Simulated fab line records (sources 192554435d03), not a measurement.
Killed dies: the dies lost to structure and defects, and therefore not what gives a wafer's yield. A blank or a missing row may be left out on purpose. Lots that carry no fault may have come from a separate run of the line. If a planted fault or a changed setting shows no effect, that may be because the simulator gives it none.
fab line records -- flow n5Finfet
record: lots: 6, wafers: 18, lastDay: 16
route steps=1938 shown BEOL_M5@1162
lots untouched by any fault: they come from a run of this same line in which no faults occurred
startH: hours from the record's first day to the start of the lot's first wafer shown -- waitH: hours elapsed since this lot's preceding step -- " identical to the entry in the row above -- L1.1+2: several wafers, shown together as one row -- - no value present, or no start provided -- * or withheld: withheld -- < > ~ a bound
route shown NAME@n: NAME is a module with steps in the file, n the number in the route of the first one -- usual: mean/standard deviation taken from wafers without a fault -- same: alike in all rows -- chamber/n: place in a boat -- sites: per-site readings -- _std_site: the values' standard deviation -- _edge_site: mean of outer sites minus mean of inner sites -- radiusMm: how far each site lies from the wafer's centre -- mask NAME#n: copy n -- behind: the tool/chamber that last shaped the wafer -- hold: cause of the lot's hold/its duration in hours/its outcome -- device: transistor that didn't switch, given as n, p or np -- end of line: the route-end tests of the same wafers -- for a step that has no rows: nothing shown but its recipe -- killed: count of dies lost to structure and defects at first sort (not the wafer's yield) -- map: a wafer's dies, x killed, . not, _ none there
set.NAME: the setting that was run; set.NAME@STEP: the one run at that earlier step -- model.NAME: the simulator's own value behind a step, which no gauge read
lots at some steps of the route; a table a step, a row a wafer
services: when a tool's chamber went out of use (startH, in hours from the record's first day, below 0 if earlier), for how many hours, and the reason
== steps ==
step: N5_BEOL_M5_STRIP_91
recipe: chemistry: N2/H2, timeS: 10, powerW: 450, tempC: 40, pressureMtorr: 20, rfFrequencyHz: 6e+07, biasPowerW: 7, n2FlowSccm: 200, h2FlowSccm: 200
usual: drypumpMotorCurrentA: 5.4/0.5, oesProductAu: 0.81/0.098, rfVppV: 59.3/0.93, showerheadPlenumPTorr: 2.56/0.088, throttleValvePct: 23.55/0.28
lot.wafer,tool,chamber,startH,waitH,drypumpMotorCurrentA,oesProductAu,rfHoursCounterH,rfVppV,showerheadPlenumPTorr,throttleValvePct
L828.1,rieDiel-04,2,-,-,4.7,0.90,32,59.3,2.71,23.61
L828.2,rieDiel-04,3,-,-,5.9,0.69,222,59.8,2.40,23.77
L828.4,rieDiel-04,1,-,-,5.1,0.99,3,57.8,2.61,23.43
L829.3,rieDiel-01,3,-,-,5.7,0.70,203,59.2,2.61,23.32
L829.4,rieDiel-01,0,-,-,5.3,0.82,87,59.0,2.67,23.61
L829.6,rieDiel-01,2,-,-,5.4,0.70,-,59.3,2.54,23.95
L838.3,rieDiel-04,0,-,-,5.4,0.88,42,59.8,2.47,23.43
L838.4,rieDiel-04,2,-,-,4.7,0.86,51,58.6,2.70,23.63
L838.5,rieDiel-04,1,-,-,5.1,0.94,-,59.1,2.60,23.41
L839.3,rieDiel-04,2,-,-,4.7,0.86,52,58.3,2.70,23.64
L839.5,rieDiel-04,2,-,-,4.7,0.86,-,60.1,2.70,23.62
L839.6,rieDiel-04,3,-,-,5.9,0.68,-,58.3,2.39,23.82
L841.1,rieDiel-01,2,-,-,5.4,0.70,212,59.0,2.53,23.99
L841.2,rieDiel-01,3,-,-,5.7,0.68,227,60.2,2.60,23.36
L841.6,rieDiel-01,0,-,-,5.3,0.80,-,61.2,2.66,23.62
L842.3,rieDiel-01,1,-,-,6.0,0.91,35,58.8,2.46,22.80
L842.4,rieDiel-01,3,-,-,5.7,0.68,229,60.3,2.60,23.36
L842.5,rieDiel-01,3,-,-,5.7,0.68,-,57.7,2.60,23.36
step: N5_BEOL_M5_OCD_MEAS_38
usual: trenchDepthNm: 72.0/1.5
lot.wafer,tool,chamber,startH,waitH,trenchDepthNm
L828.1,ocd-01,-,206.01,-,74.3
L828.2,ocd-01,-,206.01,-,71.1
L828.4,ocd-01,-,206.01,-,73.3
L829.3,ocd-01,-,210.15,-,71.9
L829.4,ocd-01,-,210.15,-,73.4
L829.6,ocd-01,-,210.15,-,70.0
L838.3,ocd-01,-,269.84,-,72.0
L838.4,ocd-01,-,269.84,-,73.0
L838.5,ocd-01,-,269.84,-,73.5
L839.3,ocd-02,-,273.01,-,74.2
L839.5,ocd-02,-,273.01,-,73.2
L839.6,ocd-02,-,273.01,-,70.3
L841.1,ocd-01,-,288.99,-,70.3
L841.2,ocd-01,-,288.99,-,72.3
L841.6,ocd-01,-,288.99,-,73.0
L842.3,ocd-02,-,295.53,-,74.7
L842.4,ocd-02,-,295.53,-,70.7
L842.5,ocd-02,-,295.53,-,71.3
step: N5_BEOL_M5_HM_STRIP_39
recipe: chemistry: peroxideTinStrip, material: TiN, targetDepthA: 250, tempC: 50, timeS: 158
step: N5_BEOL_M5_SRD_40
recipe: timeS: 30, tempC: 23, rinseLiquid: diw, dry: ipaMarangoni
step: N5_BEOL_M5_PRECLEAN_42
recipe: chemistry: residueRemover, timeS: 60, tempC: 40
step: N5_BEOL_M5_SRD_43
recipe: timeS: 30, tempC: 23, rinseLiquid: diw, dry: ipaMarangoni
step: N5_BEOL_M5_CD_MEAS_35
recipe: targetCdNm: 28, targetCdYNm: 24, polarity: opening
usual: cdNm: 28.0/0.38
lot.wafer,tool,chamber,startH,waitH,cdNm
L828.1,cdSem-01,-,206.16,0.0,28.4
L828.2,cdSem-01,-,206.16,0.0,27.9
L828.4,cdSem-01,-,206.16,0.0,28.3
L829.3,cdSem-03,-,210.30,0.0,27.4
L829.4,cdSem-03,-,210.30,0.0,27.5
L829.6,cdSem-03,-,210.30,0.0,27.4
L838.3,cdSem-01,-,270.00,0.0,28.2
L838.4,cdSem-01,-,270.00,0.0,28.6
L838.5,cdSem-01,-,270.00,0.0,28.1
L839.3,cdSem-01,-,273.16,0.0,27.5
L839.5,cdSem-01,-,273.16,0.0,28.3
L839.6,cdSem-01,-,273.16,0.0,27.9
L841.1,cdSem-01,-,289.14,0.0,27.5
L841.2,cdSem-01,-,289.14,0.0,27.2
L841.6,cdSem-01,-,289.14,0.0,28.0
L842.3,cdSem-03,-,295.69,0.0,27.9
L842.4,cdSem-03,-,295.69,0.0,28.1
L842.5,cdSem-03,-,295.69,0.0,28.2
step: N5_BEOL_M5_CURE_80
recipe: tempC: 370, timeS: 120, ambient: DMADMS/He, material: SiCOH_lowk
usual: lampPowerPct: 52.32/0.056, wafer_temp_C_max: 371.8/0.6
lot.wafer,tool,chamber,startH,waitH,lampPowerPct,wafer_temp_C_max
L828.1,uvCure-02,2,206.20,0.0,52.24,372.0
L828.2,uvCure-02,2,206.20,0.0,52.32,371.9
L828.4,uvCure-02,2,206.20,0.0,52.45,371.1
L829.3,uvCure-02,0,210.44,0.1,52.29,372.2
L829.4,uvCure-02,0,210.44,0.1,52.36,371.2
L829.6,uvCure-02,0,210.44,0.1,52.24,371.8
L838.3,uvCure-03,2,270.23,0.2,52.38,371.4
L838.4,uvCure-03,2,270.23,0.2,52.21,371.7
L838.5,uvCure-03,2,270.23,0.2,52.30,372.6
L839.3,uvCure-03,2,273.30,0.1,52.33,371.6
L839.5,uvCure-03,2,273.30,0.1,52.31,371.0
L839.6,uvCure-03,2,273.30,0.1,52.35,371.1
L841.1,uvCure-03,1,289.18,0.0,52.23,372.4
L841.2,uvCure-03,1,289.18,0.0,52.31,372.0
L841.6,uvCure-03,1,289.18,0.0,52.27,371.7
L842.3,uvCure-03,0,295.82,0.1,52.34,370.8
L842.4,uvCure-03,0,295.82,0.1,52.32,371.6
L842.5,uvCure-03,0,295.82,0.1,52.33,371.0
step: N5_BEOL_M5_DEGAS_44
recipe: ambient: vacuum, tempC: 250, timeS: 60
usual: heaterPowerW: 354/51, susceptorTempC: 250.00/0.17
lot.wafer,tool,chamber,startH,waitH,heaterPowerW,susceptorTempC
L828.1,pvdSputter-02,-,206.52,0.3,370,249.98
L828.2,pvdSputter-02,-,206.52,0.3,461,250.16
L828.4,pvdSputter-02,-,206.52,0.3,356,250.27
L829.3,pvdSputter-01,-,210.84,0.3,408,250.11
L829.4,pvdSputter-01,-,210.84,0.3,336,250.00
L829.6,pvdSputter-01,-,210.84,0.3,340,249.88
L838.3,pvdSputter-01,-,272.52,2.2,412,249.71
L838.4,pvdSputter-01,-,272.52,2.2,424,250.24
L838.5,pvdSputter-01,-,272.52,2.2,339,249.69
L839.3,pvdSputter-03,-,274.18,0.8,303,250.08
L839.5,pvdSputter-03,-,274.18,0.8,284,250.17
L839.6,pvdSputter-03,-,274.18,0.8,312,250.09
L841.1,pvdSputter-03,-,289.85,0.6,308,249.98
L841.2,pvdSputter-03,-,289.85,0.6,275,249.91
L841.6,pvdSputter-03,-,289.85,0.6,377,249.98
L842.3,pvdSputter-03,-,296.05,0.2,394,249.85
L842.4,pvdSputter-03,-,296.05,0.2,312,249.85
L842.5,pvdSputter-03,-,296.05,0.2,315,249.91
step: N5_BEOL_M5_PRE_CLEAN_45
recipe: gas: H2/He, timeS: 30, tempC: 250
usual: heaterPowerW: 355/51, susceptorTempC: 249.99/0.18
lot.wafer,tool,chamber,startH,waitH,heaterPowerW,susceptorTempC
L828.1,pvdSputter-02,-,206.56,0.0,368,250.22
L828.2,pvdSputter-02,-,206.56,0.0,467,249.50
L828.4,pvdSputter-02,-,206.56,0.0,363,250.41
L829.3,pvdSputter-01,-,210.88,0.0,423,250.00
L829.4,pvdSputter-01,-,210.88,0.0,335,250.25
L829.6,pvdSputter-01,-,210.88,0.0,342,250.01
L838.3,pvdSputter-01,-,272.56,0.0,413,249.91
L838.4,pvdSputter-01,-,272.56,0.0,425,250.08
L838.5,pvdSputter-01,-,272.56,0.0,337,249.89
L839.3,pvdSputter-03,-,274.22,0.0,313,250.20
L839.5,pvdSputter-03,-,274.22,0.0,273,250.30
L839.6,pvdSputter-03,-,274.22,0.0,310,250.24
L841.1,pvdSputter-03,-,289.89,0.0,310,250.09
L841.2,pvdSputter-03,-,289.89,0.0,275,249.80
L841.6,pvdSputter-03,-,289.89,0.0,380,249.94
L842.3,pvdSputter-03,-,296.09,0.0,394,249.97
L842.4,pvdSputter-03,-,296.09,0.0,310,249.95
L842.5,pvdSputter-03,-,296.09,0.0,323,250.19
step: N5_BEOL_M5_ALD_86
recipe: material: TaN, targetThkA: *, tempC: 275, aldPrecursorFamily: PDMAT, aldCoReactant: NH3, pressureTorr: 3, carrierFlowSccm: 1500, pulseTimeS: 2, purgeTimeS: 3, coReactantPurgeTimeS: 2, coReactantPulseTimeS: 3, aldCycles: 30, precursorVesselTempC: 75, precursorVesselPressureTorr: 26.25, precursorVesselCarrierSccm: 1000
usual: heaterPowerW: 392/34, susceptorTempC: 275.03/0.19
same: aldCycles: 30
lot.wafer,tool,chamber,startH,waitH,heaterPowerW,susceptorTempC
L828.1,aldMetal-01,2,206.85,0.3,355,275.02
L828.2,aldMetal-01,3,206.85,0.3,340,275.04
L828.4,aldMetal-01,1,206.85,0.3,439,275.19
L829.3,aldMetal-01,1,210.94,0.0,440,274.87
L829.4,aldMetal-01,3,210.94,0.0,352,275.05
L829.6,aldMetal-01,1,210.94,0.0,435,275.20
L838.3,aldMetal-02,2,272.62,0.0,387,275.33
L838.4,aldMetal-02,0,272.62,0.0,412,275.11
L838.5,aldMetal-02,1,272.62,0.0,423,275.07
L839.3,aldMetal-04,1,274.51,0.3,413,274.69
L839.5,aldMetal-04,1,274.51,0.3,414,274.71
L839.6,aldMetal-04,0,274.51,0.3,406,275.13
L841.1,aldMetal-02,1,289.95,0.0,422,274.79
L841.2,aldMetal-02,0,289.95,0.0,414,274.87
L841.6,aldMetal-02,3,289.95,0.0,350,275.08
L842.3,aldMetal-02,3,296.15,0.0,355,275.44
L842.4,aldMetal-02,2,296.15,0.0,401,275.12
L842.5,aldMetal-02,3,296.15,0.0,357,275.31
step: N5_BEOL_M5_SURFACE_TREAT_87
recipe: gas: Ar, timeS: *, ionEnergyEv: *, ionCurrentMaCm2: 0.5, pressureMtorr: *, arFlowSccm: 30
step: N5_BEOL_M5_CVD_47
recipe: material: Co, targetThkA: 30, tempC: withheld, precursor: CCTBA/H2, pressureTorr: 30, timeS: 216
usual: runLengthS: 238.8/0.4
lot.wafer,tool,chamber,startH,waitH,runLengthS
L828.1,cvdCo-02,1,208.77,0.1,239.0
L828.2,cvdCo-02,0,208.77,0.1,238.4
L828.4,cvdCo-02,1,208.77,0.1,239.0
L829.3,cvdCo-01,0,211.28,0.1,238.6
L829.4,cvdCo-01,1,211.28,0.1,238.8
L829.6,cvdCo-01,0,211.28,0.1,238.5
L838.3,cvdCo-01,2,272.92,0.0,238.5
L838.4,cvdCo-01,1,272.92,0.0,179.3
L838.5,cvdCo-01,0,272.92,0.0,238.7
L839.3,cvdCo-01,2,274.86,0.1,239.3
L839.5,cvdCo-01,2,274.86,0.1,238.6
L839.6,cvdCo-01,1,274.86,0.1,180.0
L841.1,cvdCo-02,0,290.28,0.0,238.3
L841.2,cvdCo-02,2,290.28,0.0,239.4
L841.6,cvdCo-02,2,290.28,0.0,238.4
L842.3,cvdCo-02,1,296.43,0.0,239.7
L842.4,cvdCo-02,1,296.43,0.0,239.2
L842.5,cvdCo-02,0,296.43,0.0,238.7
step: N5_BEOL_M5_SPUTTER_48
recipe: material: Cu, targetThkA: 150, tempC: -20, chamberPressurePa: 0.07, powerW: withheld, timeS: 27.62
== services ==
tool,chamber,startH,hours,kind
rieDiel-01,1,187.31,5.4,repair
uvCure-03,-,209.53,7.5,pm
aldMetal-04,1,211.16,6.9,repair
uvCure-02,-,211.26,0.3,repair
cvdCo-01,-,212.47,5.0,repair
uvCure-03,-,233.15,0.6,repair
uvCure-03,-,267.64,2.1,pm
aldMetal-02,3,271.11,12.5,repair
pvdSputter-01,-,290.79,0.8,repair
pvdSputter-01,-,294.87,7.9,repair
aldMetal-01,-,294.99,2.7,repair
== key ==
firstSign: step: N5_BEOL_M5_CVD_47, reading: runLengthS, direction: down, sigmas: 99+, usual: *, struck: *
effect none on later readings
metAt N5_BEOL_M5_CVD_47
struckWafers L838.4,L839.6
onsetBetween 211.28 272.92
fault: kind: processParameterDrift, tool: cvdCo-01, chamber: -, onsetH: 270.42, steps: N5_BEOL_M5_CVD_47, channel: timeS, offset: *, shape: step, endH: 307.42, scope: struckWafersOnly, actsIn: *, stated: *
